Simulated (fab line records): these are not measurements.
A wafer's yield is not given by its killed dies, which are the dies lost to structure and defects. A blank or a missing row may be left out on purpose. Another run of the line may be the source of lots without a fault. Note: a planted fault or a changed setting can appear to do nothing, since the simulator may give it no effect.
Which tool was responsible? || flow n5Finfet || 15 lots with 45 wafers sampled at 4 steps, on a route of 1938 steps

WHAT THE GAUGES READ, wafer by wafer
N5_BEOL_M11_OVL_MEAS_12. Usual: M11_OVL 0.1 nm, standard deviation 0.77.
{"lot": "L968", "measured": "day 12 03:08", "on": "overlay-02", "M11_OVL (nm)": "-0.7 -1.0 -0.2", "flag": ""}
{"lot": "L966", "measured": "day 12 18:48", "on": "overlay-01", "M11_OVL (nm)": "1.3 -0.6 -0.9", "flag": ""}
{"lot": "L969", "measured": "day 12 22:50", "on": "overlay-02", "M11_OVL (nm)": "0.0 1.2 -0.3", "flag": ""}
{"lot": "L971", "measured": "day 13 03:05", "on": "overlay-01", "M11_OVL (nm)": "0.5 0.8 1.6", "flag": ""}
{"lot": "L972", "measured": "day 13 03:29", "on": "overlay-02", "M11_OVL (nm)": "0.5 1.2 0.9", "flag": ""}
{"lot": "L975", "measured": "day 14 01:19", "on": "overlay-02", "M11_OVL (nm)": "0.6 0.2 1.3", "flag": ""}
{"lot": "L974", "measured": "day 14 04:36", "on": "overlay-02", "M11_OVL (nm)": "- - -", "flag": "OFF"}
{"lot": "L978", "measured": "day 15 03:43", "on": "overlay-01", "M11_OVL (nm)": "- - -", "flag": "OFF"}
{"lot": "L976", "measured": "day 15 08:12", "on": "overlay-02", "M11_OVL (nm)": "- - -", "flag": "OFF"}
{"lot": "L981", "measured": "day 16 06:05", "on": "overlay-02", "M11_OVL (nm)": "-0.1 0.7 -0.8", "flag": ""}
{"lot": "L986", "measured": "day 16 10:27", "on": "overlay-01", "M11_OVL (nm)": "1.4 0.6 -0.3", "flag": ""}
{"lot": "L985", "measured": "day 17 00:14", "on": "overlay-01", "M11_OVL (nm)": "0.3 0.6 0.4", "flag": ""}
{"lot": "L987", "measured": "day 18 06:58", "on": "overlay-01", "M11_OVL (nm)": "0.8 -1.0 0.3", "flag": ""}
{"lot": "L988", "measured": "day 18 07:41", "on": "overlay-01", "M11_OVL (nm)": "0.1 -0.9 -0.9", "flag": ""}
{"lot": "L989", "measured": "day 19 02:57", "on": "overlay-02", "M11_OVL (nm)": "0.0 -0.1 -0.4", "flag": ""}

EACH LOT AND THE TOOL THAT RAN IT (in order: tool; ch and the chambers of the sampled wafers; start)
{"lot": "L968", "N5_BEOL_M10_DEP_56": "pecvd-04 ch 0,1, day 11 23:56", "N5_BEOL_M11_ILD_DEP_00": "pecvd-01 ch 0,2, day 12 00:05", "N5_BEOL_M11_DEVELOP_10": "lithoTrack-01 ch 0, day 12 03:03"}
{"lot": "L966", "N5_BEOL_M10_DEP_56": "pecvd-04 ch 0,1, day 12 16:16", "N5_BEOL_M11_ILD_DEP_00": "pecvd-01 ch 0,2, day 12 16:24", "N5_BEOL_M11_DEVELOP_10": "lithoTrack-03 ch 0, day 12 18:43"}
{"lot": "L969", "N5_BEOL_M10_DEP_56": "pecvd-04 ch 1,2, day 12 20:11", "N5_BEOL_M11_ILD_DEP_00": "pecvd-01 ch 0,2, day 12 20:19", "N5_BEOL_M11_DEVELOP_10": "lithoTrack-05 ch 0, day 12 22:45"}
{"lot": "L971", "N5_BEOL_M10_DEP_56": "pecvd-04 ch 0,1, day 12 23:47", "N5_BEOL_M11_ILD_DEP_00": "pecvd-03 ch 0,1, day 12 23:56", "N5_BEOL_M11_DEVELOP_10": "lithoTrack-03 ch 0, day 13 03:00"}
{"lot": "L972", "N5_BEOL_M10_DEP_56": "pecvd-04 ch 0,2, day 13 01:03", "N5_BEOL_M11_ILD_DEP_00": "pecvd-01 ch 1, day 13 01:11", "N5_BEOL_M11_DEVELOP_10": "lithoTrack-03 ch 0, day 13 03:23"}
{"lot": "L975", "N5_BEOL_M10_DEP_56": "pecvd-01 ch 0,1,2, day 13 23:33", "N5_BEOL_M11_ILD_DEP_00": "pecvd-04 ch 1,2, day 13 23:41", "N5_BEOL_M11_DEVELOP_10": "lithoTrack-05 ch 0, day 14 01:14"}
{"lot": "L974", "N5_BEOL_M10_DEP_56": "pecvd-02 ch 0,1,2, day 14 00:52", "N5_BEOL_M11_ILD_DEP_00": "pecvd-01 ch 0,1, day 14 01:00", "N5_BEOL_M11_DEVELOP_10": "lithoTrack-05, day 14 04:31"}
{"lot": "L978", "N5_BEOL_M10_DEP_56": "pecvd-01 ch 0,2, day 15 01:22", "N5_BEOL_M11_ILD_DEP_00": "pecvd-01 ch 1,2, day 15 01:30", "N5_BEOL_M11_DEVELOP_10": "lithoTrack-03, day 15 03:37"}
{"lot": "L976", "N5_BEOL_M10_DEP_56": "pecvd-02 ch 0,1,2, day 15 06:40", "N5_BEOL_M11_ILD_DEP_00": "pecvd-01 ch 0,1, day 15 06:49", "N5_BEOL_M11_DEVELOP_10": "lithoTrack-05, day 15 08:07"}
{"lot": "L981", "N5_BEOL_M10_DEP_56": "pecvd-02 ch 1,2, day 16 03:04", "N5_BEOL_M11_ILD_DEP_00": "pecvd-03 ch 0,1,2, day 16 03:13", "N5_BEOL_M11_DEVELOP_10": "lithoTrack-05 ch 0, day 16 05:59"}
{"lot": "L986", "N5_BEOL_M10_DEP_56": "pecvd-02 ch 2, day 16 08:29", "N5_BEOL_M11_ILD_DEP_00": "pecvd-01 ch 0,1,2, day 16 08:41", "N5_BEOL_M11_DEVELOP_10": "lithoTrack-01 ch 0, day 16 10:22"}
{"lot": "L985", "N5_BEOL_M10_DEP_56": "pecvd-01 ch 0,1,2, day 16 22:14", "N5_BEOL_M11_ILD_DEP_00": "pecvd-04 ch 0,1, day 16 22:23", "N5_BEOL_M11_DEVELOP_10": "lithoTrack-03 ch 0, day 17 00:09"}
{"lot": "L987", "N5_BEOL_M10_DEP_56": "pecvd-01 ch 0,1,2, day 18 03:46", "N5_BEOL_M11_ILD_DEP_00": "pecvd-04 ch 0,1,2, day 18 03:53", "N5_BEOL_M11_DEVELOP_10": "lithoTrack-03 ch 0, day 18 06:53"}
{"lot": "L988", "N5_BEOL_M10_DEP_56": "pecvd-01 ch 0,2, day 18 04:26", "N5_BEOL_M11_ILD_DEP_00": "pecvd-03 ch 0,1,2, day 18 04:34", "N5_BEOL_M11_DEVELOP_10": "lithoTrack-03 ch 0, day 18 07:36"}
{"lot": "L989", "N5_BEOL_M10_DEP_56": "pecvd-01 ch 1,2, day 19 01:09", "N5_BEOL_M11_ILD_DEP_00": "pecvd-03 ch 1,2, day 19 01:17", "N5_BEOL_M11_DEVELOP_10": "lithoTrack-05 ch 0, day 19 02:52"}
- N5_BEOL_M10_DEP_56: deposits SiCN from 3MS/NH3, target thk 15 nm, time 26.5 s.
- N5_BEOL_M11_ILD_DEP_00: deposits SiCOH lowk from DEMS/porogen, target thk 308.51 nm, time 58 s.
- N5_BEOL_M11_DEVELOP_10: develop time 30 s.

AS READ BY THE TOOLS THEMSELVES (means over the sampled wafers that have a number; for cases with no such wafer, the mark the record gives instead)
N5_BEOL_M10_DEP_56. Usual: showerheadPlenumPTorr 3.657 Torr, standard deviation 0.018; throttleValvePct 9.0 %, standard deviation 0.43.
{"lot": "L968", "tool": "pecvd-04", "showerheadPlenumPTorr (Torr)": 3.669, "throttleValvePct (%)": 9.4, "flag": ""}
{"lot": "L966", "tool": "pecvd-04", "showerheadPlenumPTorr (Torr)": 3.669, "throttleValvePct (%)": 9.2, "flag": ""}
{"lot": "L969", "tool": "pecvd-04", "showerheadPlenumPTorr (Torr)": 3.672, "throttleValvePct (%)": 8.6, "flag": ""}
{"lot": "L971", "tool": "pecvd-04", "showerheadPlenumPTorr (Torr)": 3.670, "throttleValvePct (%)": 9.3, "flag": ""}
{"lot": "L972", "tool": "pecvd-04", "showerheadPlenumPTorr (Torr)": 3.659, "throttleValvePct (%)": 8.9, "flag": ""}
{"lot": "L975", "tool": "pecvd-01", "showerheadPlenumPTorr (Torr)": 3.645, "throttleValvePct (%)": 8.9, "flag": ""}
{"lot": "L974", "tool": "pecvd-02", "showerheadPlenumPTorr (Torr)": 3.660, "throttleValvePct (%)": 9.2, "flag": ""}
{"lot": "L978", "tool": "pecvd-01", "showerheadPlenumPTorr (Torr)": 3.650, "throttleValvePct (%)": 9.1, "flag": ""}
{"lot": "L976", "tool": "pecvd-02", "showerheadPlenumPTorr (Torr)": 3.665, "throttleValvePct (%)": 9.3, "flag": ""}
{"lot": "L981", "tool": "pecvd-02", "showerheadPlenumPTorr (Torr)": 3.649, "throttleValvePct (%)": 9.0, "flag": ""}
{"lot": "L986", "tool": "pecvd-02", "showerheadPlenumPTorr (Torr)": 3.629, "throttleValvePct (%)": 9.3, "flag": ""}
{"lot": "L985", "tool": "pecvd-01", "showerheadPlenumPTorr (Torr)": 3.651, "throttleValvePct (%)": 9.1, "flag": ""}
{"lot": "L987", "tool": "pecvd-01", "showerheadPlenumPTorr (Torr)": 3.646, "throttleValvePct (%)": 9.2, "flag": ""}
{"lot": "L988", "tool": "pecvd-01", "showerheadPlenumPTorr (Torr)": 3.659, "throttleValvePct (%)": 9.3, "flag": ""}
{"lot": "L989", "tool": "pecvd-01", "showerheadPlenumPTorr (Torr)": 3.640, "throttleValvePct (%)": 8.6, "flag": ""}

N5_BEOL_M11_ILD_DEP_00. Usual: heaterPowerW 295 W, standard deviation 33; showerheadPlenumPTorr 5.731 Torr, standard deviation 0.017; susceptorTempC 299.97 C, standard deviation 0.19; throttleValvePct 13.6 %, standard deviation 0.74.
{"lot": "L968", "tool": "pecvd-01", "heaterPowerW (W)": 280, "showerheadPlenumPTorr (Torr)": 5.728, "susceptorTempC (C)": 299.91, "throttleValvePct (%)": 13.8, "flag": ""}
{"lot": "L966", "tool": "pecvd-01", "heaterPowerW (W)": 289, "showerheadPlenumPTorr (Torr)": 5.725, "susceptorTempC (C)": 300.04, "throttleValvePct (%)": 13.8, "flag": ""}
{"lot": "L969", "tool": "pecvd-01", "heaterPowerW (W)": 319, "showerheadPlenumPTorr (Torr)": 5.728, "susceptorTempC (C)": 299.99, "throttleValvePct (%)": 13.9, "flag": ""}
{"lot": "L971", "tool": "pecvd-03", "heaterPowerW (W)": 309, "showerheadPlenumPTorr (Torr)": 5.736, "susceptorTempC (C)": 300.15, "throttleValvePct (%)": 14.4, "flag": ""}
{"lot": "L972", "tool": "pecvd-01", "heaterPowerW (W)": 306, "showerheadPlenumPTorr (Torr)": 5.705, "susceptorTempC (C)": 299.89, "throttleValvePct (%)": 13.1, "flag": ""}
{"lot": "L975", "tool": "pecvd-04", "heaterPowerW (W)": 303, "showerheadPlenumPTorr (Torr)": 5.743, "susceptorTempC (C)": 300.05, "throttleValvePct (%)": 13.2, "flag": ""}
{"lot": "L974", "tool": "pecvd-01", "heaterPowerW (W)": 324, "showerheadPlenumPTorr (Torr)": 5.727, "susceptorTempC (C)": 300.22, "throttleValvePct (%)": 14.1, "flag": ""}
{"lot": "L978", "tool": "pecvd-01", "heaterPowerW (W)": 313, "showerheadPlenumPTorr (Torr)": 5.713, "susceptorTempC (C)": 300.03, "throttleValvePct (%)": 13.1, "flag": ""}
{"lot": "L976", "tool": "pecvd-01", "heaterPowerW (W)": 323, "showerheadPlenumPTorr (Torr)": 5.726, "susceptorTempC (C)": 299.95, "throttleValvePct (%)": 14.1, "flag": ""}
{"lot": "L981", "tool": "pecvd-03", "heaterPowerW (W)": 277, "showerheadPlenumPTorr (Torr)": 5.738, "susceptorTempC (C)": 299.79, "throttleValvePct (%)": 13.6, "flag": ""}
{"lot": "L986", "tool": "pecvd-01", "heaterPowerW (W)": 312, "showerheadPlenumPTorr (Torr)": 5.721, "susceptorTempC (C)": 299.92, "throttleValvePct (%)": 13.8, "flag": ""}
{"lot": "L985", "tool": "pecvd-04", "heaterPowerW (W)": 251, "showerheadPlenumPTorr (Torr)": 5.738, "susceptorTempC (C)": 299.95, "throttleValvePct (%)": 13.2, "flag": ""}
{"lot": "L987", "tool": "pecvd-04", "heaterPowerW (W)": 258, "showerheadPlenumPTorr (Torr)": 5.743, "susceptorTempC (C)": 299.97, "throttleValvePct (%)": 13.0, "flag": ""}
{"lot": "L988", "tool": "pecvd-03", "heaterPowerW (W)": 310, "showerheadPlenumPTorr (Torr)": 5.738, "susceptorTempC (C)": 299.94, "throttleValvePct (%)": 13.5, "flag": ""}
{"lot": "L989", "tool": "pecvd-03", "heaterPowerW (W)": 321, "showerheadPlenumPTorr (Torr)": 5.729, "susceptorTempC (C)": 299.93, "throttleValvePct (%)": 13.0, "flag": ""}

N5_BEOL_M11_DEVELOP_10. Usual: chillPlateTempC 23.01 C, standard deviation 0.087; developerTempC 23.00 C, standard deviation 0.099; resistLineTempC 22.99 C, standard deviation 0.1.
{"lot": "L968", "tool": "lithoTrack-01", "chillPlateTempC (C)": 23.13, "developerTempC (C)": 22.98, "resistLineTempC (C)": 23.01, "flag": ""}
{"lot": "L966", "tool": "lithoTrack-03", "chillPlateTempC (C)": 22.98, "developerTempC (C)": 22.92, "resistLineTempC (C)": 23.16, "flag": ""}
{"lot": "L969", "tool": "lithoTrack-05", "chillPlateTempC (C)": 23.06, "developerTempC (C)": 22.98, "resistLineTempC (C)": 22.90, "flag": ""}
{"lot": "L971", "tool": "lithoTrack-03", "chillPlateTempC (C)": 23.10, "developerTempC (C)": 22.87, "resistLineTempC (C)": 22.93, "flag": ""}
{"lot": "L972", "tool": "lithoTrack-03", "chillPlateTempC (C)": 23.03, "developerTempC (C)": 22.96, "resistLineTempC (C)": 23.02, "flag": ""}
{"lot": "L975", "tool": "lithoTrack-05", "chillPlateTempC (C)": 22.96, "developerTempC (C)": 22.92, "resistLineTempC (C)": 22.85, "flag": ""}
{"lot": "L974", "tool": "lithoTrack-05", "chillPlateTempC (C)": "-", "developerTempC (C)": "-", "resistLineTempC (C)": "-", "flag": "OFF"}
{"lot": "L978", "tool": "lithoTrack-03", "chillPlateTempC (C)": "-", "developerTempC (C)": "-", "resistLineTempC (C)": "-", "flag": "OFF"}
{"lot": "L976", "tool": "lithoTrack-05", "chillPlateTempC (C)": "-", "developerTempC (C)": "-", "resistLineTempC (C)": "-", "flag": "OFF"}
{"lot": "L981", "tool": "lithoTrack-05", "chillPlateTempC (C)": 23.09, "developerTempC (C)": 22.99, "resistLineTempC (C)": 23.08, "flag": ""}
{"lot": "L986", "tool": "lithoTrack-01", "chillPlateTempC (C)": 23.05, "developerTempC (C)": 23.03, "resistLineTempC (C)": 22.99, "flag": ""}
{"lot": "L985", "tool": "lithoTrack-03", "chillPlateTempC (C)": 22.97, "developerTempC (C)": 22.86, "resistLineTempC (C)": 22.94, "flag": ""}
{"lot": "L987", "tool": "lithoTrack-03", "chillPlateTempC (C)": 23.01, "developerTempC (C)": 23.08, "resistLineTempC (C)": 23.11, "flag": ""}
{"lot": "L988", "tool": "lithoTrack-03", "chillPlateTempC (C)": 22.98, "developerTempC (C)": 23.07, "resistLineTempC (C)": 23.04, "flag": ""}
{"lot": "L989", "tool": "lithoTrack-05", "chillPlateTempC (C)": 23.01, "developerTempC (C)": 23.01, "resistLineTempC (C)": 23.02, "flag": ""}

THE ANSWER, worked out from the rows above alone
Rule: take the mean of a lot's wafers that have a number; if it is more than 3 standard deviations from the usual mean, the lot is off. A lot without any number at a reading at which 4 lots or more have one is off too. Where the step has rows for the other lots, those lots are counted as sound. Order of review: gauges by route order, followed by the tools' own readings, for which a lot's mean as printed above is used. The first step at which some lot is off is used, and at that step the reading that is off furthest; a lot without a number counts as furthest.
Off: L974, L978, L976, seen at N5_BEOL_M11_OVL_MEAS_12 (M11_OVL). Without a number there: L974, L978, L976.
If a tool, at a process step before that reading, ran all the lots that are off and no sound lot after the first of them, it fits. Not tried: the gauges at N5_BEOL_M11_OVL_MEAS_12; whatever is off there is also off at N5_BEOL_M11_DEVELOP_10, on other tools, and gauge error can't account for it. Of those tried, none fits.

WHAT THE SIMULATOR HAD PUT IN
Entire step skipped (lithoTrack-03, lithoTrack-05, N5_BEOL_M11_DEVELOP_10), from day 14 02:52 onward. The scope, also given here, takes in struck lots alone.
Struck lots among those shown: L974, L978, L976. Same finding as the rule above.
